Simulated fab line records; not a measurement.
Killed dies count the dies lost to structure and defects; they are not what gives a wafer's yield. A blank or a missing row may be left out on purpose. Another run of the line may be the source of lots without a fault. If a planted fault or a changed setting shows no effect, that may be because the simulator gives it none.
fab line records    flow nand_harc    part 1 of 2: steps 1 to 26 of 34
[record] lots = 5  wafers = 15  last_day = 33
route steps=1302 shown P_ZERO_WELL@62 P_STI@69
lots that met no fault: taken from a fault-free run of the same line
start_h: start of the lot's first displayed wafer, in hours after the record's first day    wait_h: time in hours since the lot's previous step    " identical to the entry in the row above    L1.1+2: one row covering several wafers at once    - value missing, or start not given    * or withheld: withheld    < > ~ a bound
route shown NAME@n: names a module that has steps shown in the file, with the first one's number in the route    usual: mean and standard deviation over wafers with no fault    same: alike in all rows    chamber/n: place in a boat    sites: the reading at each site    _std_site: their standard deviation    _edge_site: mean of outer sites minus mean of inner sites    radius_mm: how far each site lies from the wafer's centre    mask NAME#n: copy n    behind: the last tool/chamber to shape the wafer    hold: what put the lot on hold/how long, in hours/how the hold closed    device: whichever transistor did not switch (one of n, p or np)    end of line: tests of these same wafers at the route's end    where a step has no rows: the recipe by itself    killed: not the wafer's yield, but the dies lost to structure and defects at the first sort    map: dies across one wafer; x = killed, . = not, _ = none there
set.NAME: the setting that was run; set.NAME@STEP: the one run at that earlier step    model.NAME: the simulator's own value behind a step, which no gauge read
lots seen at some steps along the route; tables by step, rows by wafer
services: the hour from which a tool's chamber was out of use, counted from the record's first day as start_h (under 0 if before that day), plus the number of hours and why
[[steps]]
[step NHARC_P_ZERO_WELL_IMPLANT_55]
[recipe] energy_kev = 180  dose_cm2 = 8e+11  tilt_deg = 7
lot.wafer   tool          chamber  start_h  wait_h
L074.1+4+5  implanter-02  0        26.06    0.1
L075.1+3+4  implanter-01  0        36.07    0.1
L077.2+5+6  implanter-01  0        56.10    0.1
L082.2+3+5  implanter-01  0        106.21   0.2
L097.1+2+6  implanter-02  0        255.85   0.1
[step NHARC_P_ZERO_WELL_IMPLANT_61]
[recipe] energy_kev = 30  dose_cm2 = 5e+11  tilt_deg = 7
lot.wafer   tool          chamber  start_h  wait_h
L074.1+4+5  implanter-02  0        26.24    0.2
L075.1+3+4  implanter-01  0        36.26    0.2
L077.2+5+6  implanter-01  0        56.27    0.1
L082.2+3+5  implanter-01  0        106.39   0.1
L097.1+2+6  implanter-02  0        256.03   0.2
[step NHARC_P_ZERO_WELL_STRIP_56]
[recipe] time_s = 840  temp_c = 130  chemistry = SPM
[usual] bath_guard_temp_C = 130.0/0.54  temp_c = 130.00/0.15
lot.wafer  tool          chamber  start_h  wait_h  bath_guard_temp_C  temp_c
L074.4     wet_bench-02  0        26.47    0.1     129.6              129.71
L074.1     "             2        "        "       129.9              129.98
L074.5     "             3        "        "       130.0              130.17
L075.1     wet_bench-02  1        36.48    0.2     130.8              130.28
L075.3     "             3        "        "       130.3              129.98
L075.4     "             5        "        "       129.8              130.10
L077.5     wet_bench-01  4        56.45    0.1     130.1              129.95
L077.6     "             5        "        "       130.6              129.98
L077.2     "             1        "        "       130.5              129.89
L082.3     wet_bench-02  2        106.58   0.1     129.7              129.69
L082.2     "             5        "        "       129.9              130.00
L082.5     "             6        "        "       128.9              129.88
L097.1     wet_bench-02  5        256.24   0.2     129.9              130.15
L097.2     "             0        "        "       129.6              130.08
L097.6     "             1        "        "       130.5              129.94
[step NHARC_P_ZERO_WELL_PRECLEAN_68]
[recipe] time_s = 60  temp_c = 50  bath_age_min = 0  chemistry = SC1
[usual] bath_guard_temp_C = 50.0/0.54  nh4oh_flow_mL_min = 28.30/0.1  sc1_h2o2_end_mol_l = 0.3698/0.00071  temp_c = 49.99/0.12
lot.wafer  tool          chamber  start_h  wait_h  bath_guard_temp_C  nh4oh_flow_mL_min  sc1_h2o2_end_mol_l  temp_c
L074.4     wet_bench-02  0        -        -       49.6               28.26              0.3689              50.02
L074.1     "             2        "        "       50.2               28.38              0.3696              50.04
L074.5     "             3        "        "       50.3               28.24              0.3692              50.05
L075.1     wet_bench-02  1        -        -       50.5               28.34              0.3689              49.94
L075.3     "             3        "        "       50.1               28.31              0.3698              49.66
L075.4     "             5        "        "       49.9               28.23              0.3710              49.94
L077.5     wet_bench-01  4        -        -       50.3               28.28              0.3691              49.91
L077.6     "             5        "        "       50.5               28.28              0.3690              50.03
L077.2     "             1        "        "       50.4               28.29              0.3706              49.90
L082.3     wet_bench-02  2        -        -       50.2               28.27              0.3688              50.12
L082.2     "             5        "        "       49.9               28.50              0.3710              49.89
L082.5     "             6        "        "       48.7               28.10              0.3705              49.91
L097.1     wet_bench-02  5        -        -       50.0               28.33              0.3691              49.99
L097.2     "             0        "        "       49.7               28.19              0.3701              49.99
L097.6     "             1        "        "       50.5               28.23              0.3687              49.95
[step NHARC_P_ZERO_WELL_SRD_69]
lot.wafer   tool          chamber  start_h  wait_h
L074.4+1+5  wet_bench-02  0,2,3    -        -
L075.1+3+4  wet_bench-02  1,3,5    -        -
L077.5+6+2  wet_bench-01  4,5,1    -        -
L082.3+2+5  wet_bench-02  2,5,6    -        -
L097.1+2+6  wet_bench-02  5,0,1    -        -
[step NHARC_P_ZERO_WELL_RTA_42]
[recipe] temp_c = 1100  time_s = 300
[usual] anneal_temp_c_max = 1106.5/1.3  lamp_power_pct = 33.5/1.2  lamp_zone_6_pct = 33.5/1.1  wafer_temp_C_max = 1104.6/1.5
lot.wafer  tool           chamber  start_h  wait_h  anneal_temp_c_max  lamp_power_pct  lamp_zone_6_pct  wafer_temp_C_max
L074.1     rtp_anneal-02  0        26.89    -       1106.6             32.7            32.7             1104.5
L074.4     "              0        "        "       1105.2             32.6            32.7             1104.3
L074.5     "              0        "        "       1107.6             32.7            32.7             1108.1
L075.1     rtp_anneal-02  0        36.91    -       1105.6             32.6            32.7             1105.3
L075.3     "              0        "        "       1106.0             32.7            32.6             1107.6
L075.4     "              0        "        "       1107.6             32.7            32.6             1105.4
L077.2     rtp_anneal-02  0        57.01    -       1107.1             32.6            32.7             1104.8
L077.5     "              0        "        "       1105.9             32.7            32.6             1104.6
L077.6     "              0        "        "       1107.5             32.8            32.7             1104.5
L082.2     rtp_anneal-02  0        107.12   -       1106.4             32.6            32.6             1107.8
L082.3     "              0        "        "       1105.6             32.7            32.6             1104.9
L082.5     "              0        "        "       1106.9             32.6            32.6             1105.2
L097.1     rtp_anneal-02  0        256.68   -       1106.7             32.7            32.7             1107.7
L097.2     "              0        "        "       1104.8             32.7            32.7             1104.1
L097.6     "              0        "        "       1107.9             32.7            32.6             1105.2
[step NHARC_P_ZERO_WELL_INSPECT_43]
[usual] raw_defect_count = 13/6.2
lot.wafer  tool               chamber  start_h  wait_h  raw_defect_count
L074.1     defect_inspect-02  -        28.23    1.1     19
L074.4     "                  -        "        "       15
L074.5     "                  -        "        "       11
L075.1     defect_inspect-01  -        37.58    0.6     7
L075.3     "                  -        "        "       11
L075.4     "                  -        "        "       19
L077.2     defect_inspect-01  -        57.59    0.5     7
L077.5     "                  -        "        "       15
L077.6     "                  -        "        "       23
L082.2     defect_inspect-02  -        107.68   0.5     16
L082.3     "                  -        "        "       25
L082.5     "                  -        "        "       18
L097.1     defect_inspect-02  -        257.37   0.6     14
L097.2     "                  -        "        "       6
L097.6     "                  -        "        "       8
[step NHARC_P_STI_ETCH_26]
[recipe] target_depth_a = 110  chemistry = dHF  material = SiO2
lot.wafer   tool          chamber  start_h  wait_h
L074.1+5+4  wet_bench-04  1,2,3    28.29    0.1
L075.1+3+4  wet_bench-04  1,2,4    37.64    0.1
L077.6+2+5  wet_bench-05  6,7,0    57.65    0.1
L082.3+2+5  wet_bench-05  1,3,5    107.74   0.1
L097.2+6+1  wet_bench-05  0,1,4    257.43   0.1
[step NHARC_P_STI_PRECLEAN_27]
[recipe] time_s = *  temp_c = 50  bath_age_min = 0  chemistry = SC1
[usual] bath_guard_temp_C = 49.8/0.48  nh4oh_flow_mL_min = 28.30/0.091  sc1_h2o2_end_mol_l = 0.3698/0.00067  temp_c = 50.00/0.11
lot.wafer  tool          chamber  start_h  wait_h  bath_guard_temp_C  nh4oh_flow_mL_min  sc1_h2o2_end_mol_l  temp_c
L074.1     wet_bench-04  1        28.35    0.0     50.2               28.24              0.3699              50.03
L074.5     "             2        "        "       49.6               28.22              0.3688              49.81
L074.4     "             3        "        "       49.3               28.26              0.3689              49.92
L075.1     wet_bench-04  1        37.70    0.0     50.2               28.19              0.3710              50.02
L075.3     "             2        "        "       49.4               28.31              0.3704              50.09
L075.4     "             4        "        "       49.4               28.20              0.3694              49.76
L077.6     wet_bench-05  6        57.71    0.0     49.9               28.42              0.3692              50.19
L077.2     "             7        "        "       49.5               28.25              0.3700              50.02
L077.5     "             0        "        "       49.2               28.12              0.3697              49.81
L082.3     wet_bench-05  1        107.80   0.0     49.9               28.39              0.3702              49.96
L082.2     "             3        "        "       49.3               28.31              0.3693              49.83
L082.5     "             5        "        "       49.8               28.27              0.3711              49.99
L097.2     wet_bench-05  0        257.49   0.0     49.7               28.16              0.3700              49.95
L097.6     "             1        "        "       50.1               28.26              0.3699              50.09
L097.1     "             4        "        "       48.9               28.29              0.3684              49.81
[step NHARC_P_STI_SRD_28]
lot.wafer   tool          chamber  start_h  wait_h
L074.1+5+4  wet_bench-04  1,2,3    -        -
L075.1+3+4  wet_bench-04  1,2,4    -        -
L077.6+2+5  wet_bench-05  6,7,0    -        -
L082.3+2+5  wet_bench-05  1,3,5    -        -
L097.2+6+1  wet_bench-05  0,1,4    -        -
[step NHARC_P_STI_OXIDE_29]
[recipe] target_thk_a = 100  temp_c = 900  ox_time_s = 1362  material = SiO2
[usual] spike_tc_lower_C = 901.1/1.2  zone_power_bottom_pct = 30/4.2  zone_power_top_pct = 32.7/0.87  zone_power_upper_pct = 18.4/2.1
lot.wafer  tool        chamber  start_h  wait_h  spike_tc_lower_C  zone_power_bottom_pct  zone_power_top_pct  zone_power_upper_pct
L074.1     furnace-05  0        31.49    -       899.1             27                     33.3                20.5
L074.4     "           0        "        "       901.2             27                     32.7                20.5
L074.5     "           0        "        "       900.1             27                     32.7                20.1
L075.1     furnace-05  0        41.09    -       899.4             27                     33.3                20.4
L075.3     "           0        "        "       900.9             27                     32.8                20.5
L075.4     "           0        "        "       900.5             28                     33.0                20.2
L077.2     furnace-05  0        60.84    -       901.0             28                     33.0                19.8
L077.5     "           0        "        "       899.9             27                     32.6                19.9
L077.6     "           0        "        "       901.2             27                     32.9                20.1
L082.2     furnace-07  0        111.91   -       902.1             29                     33.1                16.8
L082.3     "           0        "        "       902.1             29                     33.6                17.1
L082.5     "           0        "        "       901.8             29                     33.7                17.2
L097.1     furnace-05  0        263.69   -       900.6             27                     33.1                20.0
L097.2     "           0        "        "       899.9             28                     33.1                20.3
L097.6     "           0        "        "       899.0             28                     33.0                20.4
[step NHARC_P_STI_HM_DEP_30]
[recipe] target_thk_a = 800  temp_c = 790  pressure_mtorr = 300  time_s = 873  material = Si3N4
[usual] spike_tc_lower_C = 790.6/1.3  zone_power_bottom_pct = 20.7/1.7  zone_power_top_pct = 26.4/1.8  zone_power_upper_pct = 12.6/1.4
lot.wafer  tool      chamber  start_h  wait_h  spike_tc_lower_C  zone_power_bottom_pct  zone_power_top_pct  zone_power_upper_pct
L074.1     lpcvd-02  0        38.71    3.5     788.2             23.2                   27.7                14.0
L074.4     "         0        "        "       789.5             23.2                   27.5                14.1
L074.5     "         0        "        "       788.8             23.2                   28.2                13.9
L075.1     lpcvd-02  0        49.58    4.8     789.7             23.1                   27.8                14.2
L075.3     "         0        "        "       788.8             23.1                   27.6                14.0
L075.4     "         0        "        "       789.5             23.3                   27.9                14.4
L077.2     lpcvd-02  1        68.00    3.5     792.0             19.1                   25.5                10.2
L077.5     "         1        "        "       792.7             18.9                   25.6                10.2
L077.6     "         1        "        "       790.7             18.9                   26.0                10.4
L082.2     lpcvd-01  0        119.12   3.5     791.9             21.6                   23.4                13.1
L082.3     "         0        "        "       789.8             21.7                   23.6                13.4
L082.5     "         0        "        "       790.3             21.5                   23.4                13.1
L097.1     lpcvd-01  1        270.77   3.5     791.0             19.5                   28.1                13.0
L097.2     "         1        "        "       790.3             19.4                   27.9                12.8
L097.6     "         1        "        "       790.2             19.3                   27.5                12.9
[step NHARC_P_STI_DEHYDRATE_01]
[recipe] temp_c = 150  time_s = 120
[usual] exhaust_pa = 45.3/0.86
lot.wafer  tool            chamber  start_h  wait_h  exhaust_pa
L074.1     litho_track-05  0        42.43    0.4     45.2
L074.4     "               0        "        "       44.8
L074.5     "               0        "        "       46.3
L075.1     litho_track-05  0        53.23    0.4     44.7
L075.3     "               0        "        "       44.1
L075.4     "               0        "        "       45.1
L077.2     litho_track-05  0        71.68    0.4     46.2
L077.5     "               0        "        "       45.5
L077.6     "               0        "        "       44.8
L082.2     litho_track-05  0        122.79   0.4     45.1
L082.3     "               0        "        "       45.5
L082.5     "               0        "        "       45.1
L097.1     litho_track-05  0        274.40   0.4     44.3
L097.2     "               0        "        "       44.9
L097.6     "               0        "        "       44.9
[step NHARC_P_STI_HMDS_02]
[recipe] time_s = 30
[usual] exhaust_pa = 45.0/0.98
lot.wafer  tool            chamber  start_h  wait_h  exhaust_pa
L074.1     litho_track-05  0        -        -       45.8
L074.4     "               0        "        "       45.2
L074.5     "               0        "        "       44.9
L075.1     litho_track-05  0        -        -       45.9
L075.3     "               0        "        "       43.7
L075.4     "               0        "        "       46.0
L077.2     litho_track-05  0        -        -       45.1
L077.5     "               0        "        "       45.3
L077.6     "               0        "        "       45.1
L082.2     litho_track-05  0        -        -       46.3
L082.3     "               0        "        "       44.8
L082.5     "               0        "        "       44.8
L097.1     litho_track-05  0        -        -       46.4
L097.2     "               0        "        "       44.1
L097.6     "               0        "        "       44.5
[step NHARC_P_STI_COAT_41]
[recipe] temp_c = 200  time_s = 65
[usual] exhaust_pa = 45.1/0.89
lot.wafer  tool            chamber  start_h  wait_h  exhaust_pa
L074.1     litho_track-05  0        -        -       44.7
L074.4     "               0        "        "       46.4
L074.5     "               0        "        "       46.0
L075.1     litho_track-05  0        -        -       44.4
L075.3     "               0        "        "       44.1
L075.4     "               0        "        "       44.8
L077.2     litho_track-05  0        -        -       45.1
L077.5     "               0        "        "       46.1
L077.6     "               0        "        "       44.8
L082.2     litho_track-05  0        -        -       43.9
L082.3     "               0        "        "       45.9
L082.5     "               0        "        "       44.4
L097.1     litho_track-05  0        -        -       44.6
L097.2     "               0        "        "       44.4
L097.6     "               0        "        "       46.0
[step NHARC_P_STI_COAT_03]
[recipe] spin_rpm = 2000  resist_thk_nm = 600
[usual] exhaust_pa = 45.1/0.86
lot.wafer  tool            chamber  start_h  wait_h  exhaust_pa
L074.1     litho_track-05  0        -        -       45.1
L074.4     "               0        "        "       45.6
L074.5     "               0        "        "       45.6
L075.1     litho_track-05  0        -        -       45.6
L075.3     "               0        "        "       44.7
L075.4     "               0        "        "       46.9
L077.2     litho_track-05  0        -        -       44.2
L077.5     "               0        "        "       44.9
L077.6     "               0        "        "       44.3
L082.2     litho_track-05  0        -        -       44.0
L082.3     "               0        "        "       44.4
L082.5     "               0        "        "       45.4
L097.1     litho_track-05  0        -        -       46.1
L097.2     "               0        "        "       45.0
L097.6     "               0        "        "       46.0
[step NHARC_P_STI_SOFTBAKE_04]
[recipe] temp_c = 125  time_s = 70
[usual] exhaust_pa = 44.9/0.86
lot.wafer  tool            chamber  start_h  wait_h  exhaust_pa
L074.1     litho_track-05  0        -        -       45.1
L074.4     "               0        "        "       45.2
L074.5     "               0        "        "       44.2
L075.1     litho_track-05  0        -        -       43.6
L075.3     "               0        "        "       44.7
L075.4     "               0        "        "       44.3
L077.2     litho_track-05  0        -        -       44.7
L077.5     "               0        "        "       44.7
L077.6     "               0        "        "       44.6
L082.2     litho_track-05  0        -        -       45.1
L082.3     "               0        "        "       44.3
L082.5     "               0        "        "       45.2
L097.1     litho_track-05  0        -        -       45.2
L097.2     "               0        "        "       45.3
L097.6     "               0        "        "       45.7
[step NHARC_P_STI_EBR_05]
[usual] exhaust_pa = 45.3/0.73
lot.wafer  tool            chamber  start_h  wait_h  exhaust_pa
L074.1     litho_track-05  0        -        -       44.8
L074.4     "               0        "        "       45.0
L074.5     "               0        "        "       45.2
L075.1     litho_track-05  0        -        -       45.7
L075.3     "               0        "        "       45.3
L075.4     "               0        "        "       46.3
L077.2     litho_track-05  0        -        -       46.9
L077.5     "               0        "        "       46.5
L077.6     "               0        "        "       45.6
L082.2     litho_track-05  0        -        -       44.7
L082.3     "               0        "        "       44.7
L082.5     "               0        "        "       44.5
L097.1     litho_track-05  0        -        -       45.5
L097.2     "               0        "        "       45.8
L097.6     "               0        "        "       46.3
[step NHARC_P_STI_EXPOSE_06]
[recipe] na = 0.55  target_cd_nm = 200  dose_mj = 37.69  mask_id = P_STI
lot.wafer   tool            chamber  start_h  wait_h  mask
L074.1+4+5  krf_scanner-01  0        42.72    -       P_STI#0
L075.1+3+4  krf_scanner-02  0        53.52    -       P_STI#0
L077.2+5+6  krf_scanner-01  0        71.98    -       P_STI#0
L082.2+3+5  krf_scanner-04  0        123.08   -       P_STI#0
L097.1+2+6  krf_scanner-01  0        274.68   -       P_STI#0
[step NHARC_P_STI_PEB_07]
[recipe] peb_temp_c = 128  peb_time_s = 80
[usual] exhaust_pa = 45.2/0.9
lot.wafer  tool            chamber  start_h  wait_h  exhaust_pa
L074.1     litho_track-05  0        42.79    0.1     44.8
L074.4     "               0        "        "       45.6
L074.5     "               0        "        "       45.3
L075.1     litho_track-03  0        53.59    0.1     45.6
L075.3     "               0        "        "       46.2
L075.4     "               0        "        "       45.8
L077.2     litho_track-05  0        72.04    0.1     44.8
L077.5     "               0        "        "       45.3
L077.6     "               0        "        "       45.5
L082.2     litho_track-02  0        123.14   0.1     43.9
L082.3     "               0        "        "       43.0
L082.5     "               0        "        "       44.8
L097.1     litho_track-03  0        274.75   0.1     44.8
L097.2     "               0        "        "       44.8
L097.6     "               0        "        "       44.1
[step NHARC_P_STI_DEVELOP_08]
[recipe] time_s = 50  dev_temp_c = 22
[usual] exhaust_pa = 45.1/0.9
lot.wafer  tool            chamber  start_h  wait_h  exhaust_pa
L074.1     litho_track-05  0        -        -       44.8
L074.4     "               0        "        "       44.4
L074.5     "               0        "        "       43.9
L075.1     litho_track-03  0        -        -       46.4
L075.3     "               0        "        "       46.0
L075.4     "               0        "        "       46.1
L077.2     litho_track-05  0        -        -       43.8
L077.5     "               0        "        "       45.3
L077.6     "               0        "        "       45.4
L082.2     litho_track-02  0        -        -       43.7
L082.3     "               0        "        "       44.5
L082.5     "               0        "        "       44.5
L097.1     litho_track-03  0        -        -       46.2
L097.2     "               0        "        "       43.8
L097.6     "               0        "        "       44.6
[step NHARC_P_STI_CD_MEAS_09]
[recipe] target_cd_nm = 200  landing_energy_ev = 500
[usual] cd_nm = 203.5/2.5
lot.wafer  tool       chamber  start_h  wait_h  cd_nm
L074.1     cd_sem-03  0        42.87    -       201.4
L074.4     "          0        "        "       202.4
L074.5     "          0        "        "       198.7
L075.1     cd_sem-03  0        53.67    -       204.7
L075.3     "          0        "        "       205.8
L075.4     "          0        "        "       202.3
L077.2     cd_sem-02  0        72.13    -       203.9
L077.5     "          0        "        "       204.0
L077.6     "          0        "        "       200.4
L082.2     cd_sem-01  0        123.23   -       200.6
L082.3     "          0        "        "       204.0
L082.5     "          0        "        "       203.5
L097.1     cd_sem-01  0        274.83   -       203.6
L097.2     "          0        "        "       203.6
L097.6     "          0        "        "       205.4
[step NHARC_P_STI_OVL_MEAS_10]
[usual] overlay_x_nm = 3/4.9  overlay_y_nm = 0/6.1
lot.wafer  tool        chamber  start_h  wait_h  overlay_x_nm  overlay_y_nm
L074.1     overlay-02  -        42.96    -       7             2
L074.4     "           -        "        "       7             1
L074.5     "           -        "        "       7             1
L075.1     overlay-02  -        53.76    -       1             1
L075.3     "           -        "        "       1             2
L075.4     "           -        "        "       1             1
L077.2     overlay-01  -        72.21    -       0             9
L077.5     "           -        "        "       1             8
L077.6     "           -        "        "       1             9
L082.2     overlay-02  -        123.32   -       -3            -3
L082.3     "           -        "        "       -3            -3
L082.5     "           -        "        "       -2            -3
L097.1     overlay-01  -        274.92   -       5             0
L097.2     "           -        "        "       6             0
L097.6     "           -        "        "       5             0
[step NHARC_P_STI_INSPECT_11]
[usual] raw_defect_count = 5.5/2.8
lot.wafer  tool               chamber  start_h  wait_h  raw_defect_count
L074.1     defect_inspect-01  -        43.00    0.0     4
L074.4     "                  -        "        "       3
L074.5     "                  -        "        "       2
L075.1     defect_inspect-01  -        53.80    0.0     6
L075.3     "                  -        "        "       6
L075.4     "                  -        "        "       4
L077.2     defect_inspect-02  -        72.25    0.0     5
L077.5     "                  -        "        "       5
L077.6     "                  -        "        "       9
L082.2     defect_inspect-02  -        123.35   0.0     8
L082.3     "                  -        "        "       4
L082.5     "                  -        "        "       3
L097.1     defect_inspect-01  -        274.96   0.0     5
L097.2     "                  -        "        "       6
L097.6     "                  -        "        "       3
[step NHARC_P_STI_HARDBAKE_13]
[recipe] temp_c = 118  time_s = 65
[usual] exhaust_pa = 45.1/0.97
lot.wafer  tool            chamber  start_h  wait_h  exhaust_pa
L074.1     litho_track-03  0        43.06    0.1     46.0
L074.4     "               0        "        "       46.9
L074.5     "               0        "        "       45.5
L075.1     litho_track-05  0        53.85    0.1     45.4
L075.3     "               0        "        "       45.5
L075.4     "               0        "        "       45.1
L077.2     litho_track-03  0        72.31    0.1     45.6
L077.5     "               0        "        "       46.6
L077.6     "               0        "        "       45.5
L082.2     litho_track-03  0        123.41   0.1     42.9
L082.3     "               0        "        "       45.3
L082.5     "               0        "        "       44.1
L097.1     litho_track-02  0        275.02   0.1     46.1
L097.2     "               0        "        "       44.5
L097.6     "               0        "        "       44.7
[step NHARC_P_STI_DESCUM_14]
[recipe] time_s = 3  o2_flow_sccm = 200  ar_flow_sccm = 0  bias_power_w = 0  chemistry = O2
[usual] drypump_motor_current_A = 5.56/0.28  oes_product_au = 0.998/0.013  rf_vpp_V = 57.8/0.92  showerhead_plenum_p_Torr = 1.89/0.072  throttle_valve_pct = 11.310/0.0091
lot.wafer  tool         chamber  start_h  wait_h  drypump_motor_current_A  oes_product_au  rf_hours_counter_h  rf_vpp_V  showerhead_plenum_p_Torr  throttle_valve_pct
L074.4     rie_diel-08  1        43.14    -       5.41                     0.990           1                   56.5      1.81                      11.293
L074.1     "            2        "        "       5.75                     0.988           1                   57.6      1.93                      11.295
L074.5     "            1        "        "       5.42                     0.992           -                   57.1      1.81                      11.309
L075.1     rie_diel-02  3        53.93    -       5.37                     0.985           1                   59.4      1.96                      11.307
L075.3     "            1        "        "       5.54                     1.006           1                   58.9      2.00                      11.311
L075.4     "            2        "        "       5.94                     0.990           1                   58.9      1.84                      11.308
L077.2     rie_diel-02  3        72.38    -       5.36                     0.995           2                   58.8      1.96                      11.304
L077.5     "            3        "        "       5.37                     0.988           -                   59.6      1.96                      11.315
L077.6     "            2        "        "       5.95                     1.001           -                   58.2      1.84                      11.304
L082.2     rie_diel-02  2        123.50   -       5.90                     0.999           6                   58.2      1.84                      11.321
L082.3     "            3        "        "       5.35                     0.973           7                   58.5      1.96                      11.320
L082.5     "            0        "        "       5.08                     1.012           -                   57.1      1.79                      11.304
L097.1     rie_diel-03  2        275.11   -       5.68                     0.997           8                   57.3      1.86                      11.304
L097.2     "            3        "        "       5.37                     0.973           9                   57.6      1.86                      11.312
L097.6     "            0        "        "       5.37                     0.990           -                   59.3      2.05                      11.314
